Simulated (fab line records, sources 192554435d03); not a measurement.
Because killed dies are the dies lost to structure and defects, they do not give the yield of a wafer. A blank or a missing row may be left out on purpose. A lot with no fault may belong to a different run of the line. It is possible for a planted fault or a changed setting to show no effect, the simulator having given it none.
fab line records | flow n5Finfet | part 1 of 2: steps 1 to 4 of 6
record lots=22 wafers=66 lastDay=18
route steps=1938 shown BEOL_M0_CUTY@710 BEOL_M0@722
lots untouched by any fault: they come from a run of this same line in which no faults occurred
startH: the number of hours between the record's first day and the start of the first shown wafer of the lot | waitH: time in hours since the lot's previous step | " identical to the entry in the row above | L1.1+2: one row covering several wafers at once | - no value present, or no start provided | * or withheld: withheld | < > ~ a bound
route shown NAME@n: NAME is a module with steps in the file, n the number in the route of the first one | usual: average and standard deviation across the fault-free wafers | same: alike in all rows | chamber/n: place in a boat | sites: readings site by site | _std_site: the values' standard deviation | _edge_site: mean of outer sites minus mean of inner sites | radiusMm: how far each site lies from the wafer's centre | mask NAME#n: copy n | behind: tool/chamber where the wafer was last shaped | hold: why the lot was held/for how many hours/how that ended | device: which transistor (n, p or np) failed to switch | end of line: the route-end tests of the same wafers | a step without rows: its recipe alone | killed: count of dies lost to structure and defects at first sort (not the wafer's yield) | map: dies across one wafer; x = killed, . = not, _ = none there
set.NAME: the run value of the setting; set.NAME@STEP: its run value at that earlier step | model.NAME: the simulator's own value behind a step, which no gauge read
a sample of lots followed through the steps of the route, with each step as a table and each wafer as a row
services: from which hour (startH, from the record's first day; less than 0 if before it) a tool's chamber was out of use, for how many hours, and why
## steps
# step N5_BEOL_M0_CUTY_INSPECT_59
# recipe mode=adi inspectInstrument=macro
# usual rawDefectCount=2.0/1.4
# columns lot.wafer tool chamber startH waitH rawDefectCount
L074.1 defectInspect-01 - 113.76 0.0 2
L074.3 " - " " 2
L074.5 " - " " 1
L075.2 defectInspect-02 - 119.54 0.0 1
L075.3 " - " " 2
L075.4 " - " " 2
L076.1 defectInspect-02 - 121.50 0.0 0
L076.3 " - " " 2
L076.5 " - " " 2
L077.3 defectInspect-02 - 133.03 0.0 2
L077.4 " - " " 1
L077.6 " - " " 0
L078.1 defectInspect-01 - 136.78 0.0 1
L078.4 " - " " 0
L078.6 " - " " 4
L079.1 defectInspect-02 - 144.12 0.0 1
L079.4 " - " " 3
L079.6 " - " " 1
L080.1 defectInspect-02 - 153.76 0.0 2
L080.2 " - " " 3
L080.3 " - " " 5
L082.2 defectInspect-01 - 161.17 0.0 2
L082.4 " - " " 4
L082.6 " - " " 3
L081.3 defectInspect-01 - 162.11 0.0 1
L081.5 " - " " 2
L081.6 " - " " 1
L083.1 defectInspect-01 - 168.14 0.0 0
L083.2 " - " " 0
L083.6 " - " " 1
L084.1 defectInspect-01 - 172.41 0.0 1
L084.2 " - " " 2
L084.4 " - " " 0
L085.1 defectInspect-02 - 187.89 0.0 2
L085.2 " - " " 3
L085.3 " - " " 3
L086.2 defectInspect-02 - 191.42 0.0 3
L086.3 " - " " 2
L086.6 " - " " 1
L087.1 defectInspect-01 - 194.28 0.0 2
L087.3 " - " " 1
L087.5 " - " " 1
L089.1 defectInspect-02 - 203.10 0.0 1
L089.2 " - " " 2
L089.5 " - " " 5
L090.3 defectInspect-01 - 209.76 0.0 1
L090.4 " - " " 2
L090.5 " - " " 3
L091.1 defectInspect-02 - 214.55 0.0 0
L091.3 " - " " 2
L091.5 " - " " 2
L092.1 defectInspect-02 - 222.12 0.0 1
L092.2 " - " " 1
L092.3 " - " " 2
L093.2 defectInspect-02 - 234.65 0.0 1
L093.4 " - " " 3
L093.6 " - " " 2
L094.1 defectInspect-02 - 235.77 0.0 3
L094.5 " - " " 1
L094.6 " - " " 1
L095.1 defectInspect-01 - 241.14 0.0 1
L095.5 " - " " 5
L095.6 " - " " 2
L096.3 defectInspect-01 - 246.76 0.0 3
L096.4 " - " " 3
L096.5 " - " " 2
# step N5_BEOL_M0_CUTY_ETCH_62
# recipe chemistry=CF4 target=SiARC maskMaterial=CAR-ArF-block timeS=58.5 ionEnergyEv=80 pressureMtorr=40 sourceW=545 biasW=36 Ar_flow_sccm=100 cf4FlowSccm=100 ends=cleared
# usual drypumpMotorCurrentA=5.8/0.5 etchRfOnTimeS=58.3/1.4 oesProductAu=0.67/0.064 rfVppV=184.0/0.99 showerheadPlenumPTorr=2.14/0.061 throttleValvePct=15.52/0.21
# columns lot.wafer tool chamber startH waitH drypumpMotorCurrentA etchRfOnTimeS oesProductAu rfHoursCounterH rfVppV showerheadPlenumPTorr throttleValvePct
L074.1 rieDiel-01 2 113.82 0.0 6.3 59.6 0.60 229 183.5 2.12 15.63
L074.3 " 3 " " 5.3 57.1 0.77 38 182.5 2.10 15.39
L074.5 " 3 " " 5.3 57.5 0.77 - 183.1 2.10 15.37
L075.2 rieDiel-06 3 119.84 0.0 5.6 56.8 0.66 128 183.8 2.07 15.46
L075.3 " 1 " " 5.2 60.4 0.65 112 185.2 2.24 15.77
L075.4 " 0 " " 6.7 58.9 0.60 - 183.5 2.19 15.89
L076.1 rieDiel-01 3 122.28 0.0 5.2 57.2 0.76 40 184.2 2.10 15.37
L076.3 " 0 " " 5.7 56.5 0.65 143 185.0 2.16 15.54
L076.5 " 0 " " 5.7 56.5 0.66 - 183.3 2.16 15.55
L077.3 rieDiel-02 1 133.10 0.0 5.5 60.3 0.59 200 185.0 2.22 15.57
L077.4 " 2 " " 5.1 55.5 0.78 35 184.7 2.10 15.21
L077.6 " 1 " " 5.5 60.1 0.60 - 185.4 2.22 15.60
L078.1 rieDiel-02 3 136.99 0.0 5.2 58.6 0.63 179 185.1 2.21 16.03
L078.4 " 1 " " 5.4 61.3 0.58 202 183.4 2.22 15.57
L078.6 " 0 " " 6.1 59.0 0.70 - 185.1 2.18 15.23
L079.1 rieDiel-06 2 144.19 0.0 5.9 58.0 0.67 110 184.6 2.24 15.61
L079.4 " 3 " " 5.6 56.4 0.66 - 183.6 2.06 15.47
L079.6 " 1 " " 5.2 59.9 0.65 - 185.1 2.24 15.80
L080.1 rieDiel-06 3 153.83 0.0 5.6 57.3 0.64 142 182.6 2.06 15.49
L080.2 " 2 " " 5.9 58.1 0.67 116 184.8 2.24 15.63
L080.3 " 1 " " 5.2 60.7 0.64 126 185.3 2.23 15.79
L082.2 rieDiel-01 1 161.24 0.0 6.4 58.6 0.69 109 184.5 2.08 15.42
L082.4 " 2 " " 6.3 60.0 0.59 246 184.1 2.11 15.66
L082.6 " 3 " " 5.3 57.4 0.74 - 183.5 2.09 15.42
L081.3 rieDiel-01 3 162.17 0.0 5.3 57.4 0.74 54 183.5 2.09 15.40
L081.5 " 2 " " 6.3 60.0 0.59 - 184.2 2.11 15.68
L081.6 " 1 " " 6.4 58.9 0.68 - 183.9 2.08 15.43
L083.1 rieDiel-02 1 168.21 0.0 5.5 60.5 0.59 212 184.3 2.21 15.61
L083.2 " 0 " " 6.1 59.9 0.69 77 184.0 2.18 15.23
L083.6 " 2 " " 5.1 56.3 0.77 - 184.5 2.09 15.22
L084.1 rieDiel-06 2 172.48 0.0 5.9 58.3 0.67 121 184.5 2.24 15.62
L084.2 " 3 " " 5.7 57.1 0.64 147 183.0 2.06 15.50
L084.4 " 0 " " 6.7 58.0 0.80 6 185.3 2.19 15.38
L085.1 rieDiel-01 3 188.19 0.0 5.3 57.2 0.73 66 183.2 2.09 15.43
L085.2 " 0 " " 5.8 57.3 0.64 168 182.9 2.15 15.58
L085.3 " 1 " " 6.3 58.9 0.67 120 183.5 2.07 15.47
L086.2 rieDiel-02 1 191.73 0.0 5.5 61.0 0.58 220 183.8 2.21 15.59
L086.3 " 0 " " 6.1 59.2 0.68 86 184.3 2.17 15.26
L086.6 " 2 " " 5.1 56.6 0.75 - 183.3 2.09 15.24
L087.1 rieDiel-02 1 195.51 0.0 5.5 60.8 0.58 221 184.6 2.21 15.62
L087.3 " 0 " " 6.1 59.0 0.68 88 184.6 2.17 15.27
L087.5 " 0 " " 6.1 59.3 0.69 - 184.9 2.17 15.27
L089.1 rieDiel-02 2 203.17 0.0 5.1 56.3 0.74 60 182.3 2.09 15.26
L089.2 " 3 " " 5.2 59.6 0.61 201 186.0 2.21 16.08
L089.5 " 1 " " 5.5 60.5 0.58 - 184.8 2.21 15.62
L090.3 rieDiel-01 1 209.83 0.0 6.4 59.0 0.65 130 182.7 2.07 15.47
L090.4 " 1 " " 6.4 59.3 0.67 - 183.6 2.07 15.48
L090.5 " 0 " " 5.7 57.2 0.63 - 184.9 2.15 15.63
L091.1 rieDiel-06 0 214.62 0.0 6.7 58.0 0.76 21 185.1 2.18 15.42
L091.3 " 2 " " 5.9 58.4 0.66 136 185.0 2.24 15.67
L091.5 " 0 " " 6.7 57.6 0.77 - 183.7 2.18 15.43
L092.1 rieDiel-01 3 222.20 0.0 5.3 57.9 0.71 73 183.8 2.09 15.44
L092.2 " 2 " " 6.3 58.0 0.81 9 184.2 2.11 15.20
L092.3 " 0 " " 5.7 57.0 0.62 183 184.7 2.15 15.62
L093.2 rieDiel-06 1 235.01 0.0 5.2 61.0 0.61 154 184.8 2.22 15.88
L093.4 " 3 " " 5.6 57.8 0.63 - 183.9 2.05 15.55
L093.6 " 1 " " 5.2 60.9 0.62 - 185.5 2.23 15.86
L094.1 rieDiel-06 1 235.84 0.0 5.2 60.3 0.62 154 185.3 2.22 15.86
L094.5 " 0 " " 6.7 57.9 0.74 - 184.4 2.18 15.44
L094.6 " 1 " " 5.2 60.9 0.62 - 186.2 2.22 15.87
L095.1 rieDiel-01 1 241.21 0.0 6.4 59.1 0.65 141 182.4 2.07 15.51
L095.5 " 1 " " 6.4 58.7 0.65 - 184.1 2.07 15.50
L095.6 " 2 " " 6.2 58.3 0.78 - 184.2 2.10 15.19
L096.3 rieDiel-01 2 246.83 0.0 6.3 57.6 0.79 17 183.0 2.10 15.21
L096.4 " 3 " " 5.3 57.1 0.72 82 182.3 2.08 15.45
L096.5 " 2 " " 6.3 57.3 0.79 - 182.5 2.10 15.19
# step N5_BEOL_M0_CUTY_ETCH_63
# recipe chemistry=N2/H2 target=SOC targetDepthA=827 overetchA=165 maskMaterial=SiARC tempC=40 ionEnergyEv=200 timeS=124 pressureMtorr=30 sourceW=840 biasW=150 n2FlowSccm=200 h2FlowSccm=200
# usual drypumpMotorCurrentA=5.8/0.5 h2FlowSccm=200.0/0.56 oesProductAu=0.64/0.058 rfVppV=523.6/2.3 showerheadPlenumPTorr=2.54/0.078 throttleValvePct=17.68/0.23
# columns lot.wafer tool chamber startH waitH drypumpMotorCurrentA h2FlowSccm oesProductAu rfHoursCounterH rfVppV showerheadPlenumPTorr throttleValvePct
L074.1 rieDiel-01 2 113.87 0.0 6.3 199.8 0.59 229 523.1 2.49 17.62
L074.3 " 3 " " 5.3 200.1 0.72 38 521.8 2.49 17.62
L074.5 " 3 " " 5.3 199.9 0.71 - 522.1 2.49 17.61
L075.2 rieDiel-06 3 119.89 0.0 5.6 200.7 0.62 128 521.5 2.45 17.69
L075.3 " 1 " " 5.2 200.5 0.64 113 526.8 2.66 17.88
L075.4 " 0 " " 6.7 199.9 0.58 - 525.6 2.61 18.09
L076.1 rieDiel-01 3 122.32 0.0 5.3 199.9 0.72 40 521.1 2.49 17.64
L076.3 " 0 " " 5.8 200.4 0.62 143 524.3 2.54 17.59
L076.5 " 0 " " 5.7 200.2 0.62 - 525.3 2.54 17.59
L077.3 rieDiel-02 1 133.14 0.0 5.5 199.0 0.58 200 527.2 2.62 17.66
L077.4 " 2 " " 5.1 200.1 0.73 35 521.6 2.49 17.54
L077.6 " 1 " " 5.5 198.4 0.58 - 526.1 2.62 17.65
L078.1 rieDiel-02 3 137.03 0.0 5.2 198.9 0.60 179 526.8 2.66 18.39
L078.4 " 1 " " 5.5 200.2 0.58 202 525.9 2.62 17.68
L078.6 " 0 " " 6.1 200.0 0.67 - 523.6 2.59 17.47
L079.1 rieDiel-06 2 144.23 0.0 5.9 200.0 0.64 111 527.0 2.69 17.85
L079.4 " 3 " " 5.6 199.3 0.61 - 521.8 2.45 17.71
L079.6 " 1 " " 5.2 200.7 0.63 - 526.9 2.65 17.87
L080.1 rieDiel-06 3 153.87 0.0 5.6 200.1 0.61 142 521.7 2.45 17.73
L080.2 " 2 " " 5.9 200.0 0.64 116 526.5 2.69 17.90
L080.3 " 1 " " 5.2 200.5 0.62 126 526.8 2.65 17.90
L082.2 rieDiel-01 1 161.28 0.0 6.5 199.2 0.66 109 520.3 2.46 17.60
L082.4 " 2 " " 6.3 200.5 0.58 246 523.5 2.48 17.65
L082.6 " 3 " " 5.3 199.8 0.70 - 522.2 2.49 17.64
L081.3 rieDiel-01 3 162.22 0.0 5.3 199.6 0.71 54 522.1 2.49 17.65
L081.5 " 2 " " 6.3 199.5 0.57 - 523.2 2.48 17.64
L081.6 " 1 " " 6.4 200.3 0.66 - 521.2 2.46 17.60
L083.1 rieDiel-02 1 168.25 0.0 5.5 200.6 0.57 212 527.1 2.62 17.68
L083.2 " 0 " " 6.1 199.8 0.67 77 524.8 2.59 17.50
L083.6 " 2 " " 5.1 200.1 0.71 - 521.7 2.48 17.54
L084.1 rieDiel-06 2 172.52 0.0 5.9 199.8 0.64 121 527.3 2.69 17.89
L084.2 " 3 " " 5.6 199.7 0.61 147 521.8 2.45 17.75
L084.4 " 0 " " 6.7 200.5 0.75 6 524.9 2.61 17.64
L085.1 rieDiel-01 3 188.23 0.0 5.3 199.9 0.69 66 521.2 2.48 17.66
L085.2 " 0 " " 5.8 199.8 0.60 169 524.7 2.53 17.62
L085.3 " 1 " " 6.4 198.9 0.64 120 520.5 2.46 17.62
L086.2 rieDiel-02 1 191.77 0.0 5.5 200.6 0.57 220 525.3 2.62 17.69
L086.3 " 0 " " 6.1 200.6 0.66 86 523.4 2.59 17.50
L086.6 " 2 " " 5.1 200.2 0.70 - 522.4 2.48 17.56
L087.1 rieDiel-02 1 195.56 0.0 5.5 200.3 0.57 222 526.9 2.62 17.68
L087.3 " 0 " " 6.1 200.1 0.66 88 524.4 2.58 17.49
L087.5 " 0 " " 6.1 200.3 0.66 - 523.6 2.58 17.48
L089.1 rieDiel-02 2 203.22 0.0 5.0 199.8 0.69 60 523.0 2.48 17.57
L089.2 " 3 " " 5.2 200.3 0.59 201 525.2 2.65 18.43
L089.5 " 1 " " 5.5 200.8 0.57 - 526.3 2.61 17.69
L090.3 rieDiel-01 1 209.87 0.0 6.4 200.5 0.64 130 521.0 2.45 17.64
L090.4 " 1 " " 6.4 200.0 0.63 - 520.6 2.45 17.64
L090.5 " 0 " " 5.8 199.9 0.59 - 523.4 2.53 17.65
L091.1 rieDiel-06 0 214.67 0.0 6.7 199.8 0.72 21 525.3 2.60 17.68
L091.3 " 2 " " 5.9 199.5 0.62 136 526.0 2.68 17.92
L091.5 " 0 " " 6.7 200.1 0.71 - 524.3 2.60 17.69
L092.1 rieDiel-01 3 222.25 0.0 5.3 199.6 0.68 73 522.7 2.48 17.67
L092.2 " 2 " " 6.3 199.1 0.77 9 522.0 2.47 17.20
L092.3 " 0 " " 5.8 200.0 0.59 183 523.4 2.53 17.66
L093.2 rieDiel-06 1 235.05 0.0 5.2 200.0 0.61 154 526.8 2.64 17.93
L093.4 " 3 " " 5.6 200.2 0.59 - 520.2 2.44 17.76
L093.6 " 1 " " 5.2 200.1 0.60 - 524.8 2.64 17.94
L094.1 rieDiel-06 1 235.88 0.0 5.2 200.3 0.61 154 527.5 2.64 17.94
L094.5 " 0 " " 6.7 200.5 0.72 - 524.4 2.60 17.69
L094.6 " 1 " " 5.2 200.8 0.60 - 524.8 2.64 17.94
L095.1 rieDiel-01 1 241.26 0.0 6.4 200.8 0.63 141 521.4 2.45 17.65
L095.5 " 1 " " 6.4 200.8 0.62 - 519.9 2.45 17.65
L095.6 " 2 " " 6.2 198.8 0.76 - 522.0 2.47 17.20
L096.3 rieDiel-01 2 246.88 0.0 6.2 200.4 0.75 17 521.5 2.47 17.20
L096.4 " 3 " " 5.3 200.2 0.68 82 522.7 2.47 17.68
L096.5 " 2 " " 6.2 199.9 0.75 - 523.3 2.47 17.22
# step N5_BEOL_M0_STRIP_142
# recipe chemistry=N2/H2 timeS=10 powerW=450 tempC=40 pressureMtorr=20 rfFrequencyHz=6e+07 biasPowerW=7 n2FlowSccm=200 h2FlowSccm=200
# usual drypumpMotorCurrentA=5.8/0.51 h2FlowSccm=200.0/0.65 oesProductAu=0.79/0.079 rfVppV=59.1/0.86 showerheadPlenumPTorr=2.53/0.074 throttleValvePct=23.46/0.27
# columns lot.wafer tool chamber startH waitH drypumpMotorCurrentA h2FlowSccm oesProductAu rfHoursCounterH rfVppV showerheadPlenumPTorr throttleValvePct
L074.1 rieDiel-01 2 118.82 0.0 6.3 200.1 0.69 231 58.5 2.48 23.22
L074.3 " 1 " " 6.4 201.1 0.81 93 59.1 2.46 23.34
L074.5 " 3 " " 5.3 200.5 0.88 - 57.4 2.49 23.47
L075.2 rieDiel-01 0 122.66 0.0 5.8 200.6 0.75 143 58.6 2.54 23.31
L075.3 " 1 " " 6.4 199.7 0.81 94 58.6 2.46 23.34
L075.4 " 2 " " 6.2 200.2 0.70 232 60.7 2.48 23.22
L076.1 rieDiel-01 3 124.00 0.0 5.3 200.7 0.87 41 58.5 2.49 23.48
L076.3 " 0 " " 5.7 199.7 0.76 143 60.4 2.54 23.31
L076.5 " 2 " " 6.3 199.3 0.71 - 58.2 2.48 23.23
L077.3 rieDiel-01 2 135.18 0.0 6.3 200.7 0.70 236 58.4 2.48 23.22
L077.4 " 0 " " 5.8 199.8 0.75 147 60.4 2.54 23.29
L077.6 " 1 " " 6.4 200.1 0.80 - 59.1 2.46 23.36
L078.1 rieDiel-01 1 137.67 0.0 6.4 200.2 0.80 99 57.2 2.46 23.36
L078.4 " 3 " " 5.3 199.3 0.86 46 59.0 2.49 23.47
L078.6 " 3 " " 5.3 198.7 0.86 - 59.9 2.49 23.48
L079.1 rieDiel-02 2 147.49 0.0 5.1 199.1 0.89 41 59.7 2.48 23.55
L079.4 " 3 " " 5.2 199.5 0.72 182 61.1 2.65 24.27
L079.6 " 1 " " 5.5 200.4 0.70 - 59.0 2.62 23.36
L080.1 rieDiel-06 0 154.60 0.0 6.7 201.0 0.98 0 58.7 2.61 23.49
L080.2 " 2 " " 5.9 199.9 0.79 116 60.5 2.68 23.68
L080.3 " 3 " " 5.6 200.0 0.76 142 59.4 2.44 23.56
L081.3 rieDiel-01 2 165.33 0.0 6.3 201.3 0.69 247 58.4 2.48 23.23
L081.5 " 0 " " 5.8 199.4 0.74 - 59.1 2.53 23.32
L081.6 " 3 " " 5.3 199.8 0.85 - 58.3 2.48 23.50
L082.2 rieDiel-06 3 165.35 0.0 5.6 199.6 0.77 145 59.8 2.44 23.56
L082.4 " 0 " " 6.7 199.8 0.96 3 59.0 2.60 23.50
L082.6 " 3 " " 5.6 199.4 0.77 - 60.5 2.44 23.57
L083.1 rieDiel-06 1 173.28 0.0 5.2 199.2 0.76 132 59.9 2.65 23.57
L083.2 " 0 " " 6.6 201.3 0.93 6 60.2 2.60 23.48
L083.6 " 3 " " 5.6 200.9 0.75 - 58.7 2.44 23.56
L084.1 rieDiel-06 2 173.64 0.0 5.9 199.2 0.78 121 59.8 2.68 23.70
L084.2 " 0 " " 6.7 200.1 0.94 6 57.4 2.60 23.49
L084.4 " 1 " " 5.2 200.6 0.76 132 60.1 2.65 23.58
L085.1 rieDiel-01 3 189.59 0.0 5.3 199.8 0.85 67 58.7 2.48 23.51
L085.2 " 0 " " 5.8 199.5 0.73 170 59.6 2.53 23.34
L085.3 " 1 " " 6.4 199.2 0.78 121 58.7 2.45 23.39
L086.2 rieDiel-06 3 192.55 0.0 5.6 199.7 0.75 154 59.3 2.44 23.56
L086.3 " 2 " " 5.9 199.5 0.77 128 59.7 2.68 23.70
L086.6 " 1 " " 5.3 200.2 0.75 - 58.5 2.64 23.60
L087.1 rieDiel-01 3 196.26 0.0 5.3 199.4 0.84 68 58.1 2.48 23.51
L087.3 " 1 " " 6.4 199.3 0.79 125 58.4 2.45 23.39
L087.5 " 1 " " 6.4 199.9 0.78 - 58.6 2.45 23.40
L089.1 rieDiel-02 3 206.01 0.0 5.2 201.0 0.70 203 58.4 2.64 24.30
L089.2 " 1 " " 5.5 200.1 0.68 224 57.4 2.61 23.39
L089.5 " 0 " " 6.1 200.0 0.80 - 58.4 2.58 23.25
L090.3 rieDiel-02 3 212.95 0.0 5.2 199.6 0.70 206 58.7 2.64 24.31
L090.4 " 0 " " 6.1 200.8 0.81 95 58.1 2.58 23.25
L090.5 " 0 " " 6.1 200.6 0.81 - 60.1 2.58 23.24
L091.1 rieDiel-01 3 215.61 0.0 5.3 199.7 0.85 72 59.6 2.47 23.50
L091.3 " 0 " " 5.7 200.1 0.73 181 60.4 2.52 23.35
L091.5 " 2 " " 6.2 199.5 0.96 - 59.8 2.47 22.83
L092.1 rieDiel-02 3 224.85 0.0 5.2 199.3 0.70 209 59.5 2.64 24.30
L092.2 " 0 " " 6.1 200.2 0.81 99 58.2 2.58 23.26
L092.3 " 1 " " 5.5 199.5 0.68 231 58.6 2.61 23.41
L093.2 rieDiel-06 3 237.44 0.0 5.6 200.3 0.74 170 58.3 2.43 23.61
L093.4 " 1 " " 5.2 199.5 0.75 - 59.9 2.64 23.60
L093.6 " 0 " " 6.7 199.3 0.89 - 59.1 2.59 23.53
L094.1 rieDiel-02 3 237.47 0.0 5.1 200.0 0.69 214 57.8 2.64 24.31
L094.5 " 1 " " 5.5 200.2 0.68 - 58.6 2.61 23.40
L094.6 " 2 " " 5.1 199.3 0.83 - 59.7 2.47 23.60
L095.1 rieDiel-02 1 243.68 0.0 5.5 199.4 0.68 239 58.0 2.60 23.42
L095.5 " 0 " " 6.1 199.1 0.79 - 59.8 2.57 23.25
L095.6 " 1 " " 5.5 199.4 0.68 - 60.1 2.60 23.41
L096.3 rieDiel-01 3 249.72 0.0 5.3 200.0 0.83 83 58.9 2.47 23.51
L096.4 " 2 " " 6.3 200.0 0.92 18 59.7 2.47 22.84
L096.5 " 1 " " 6.4 200.0 0.76 - 59.1 2.44 23.42
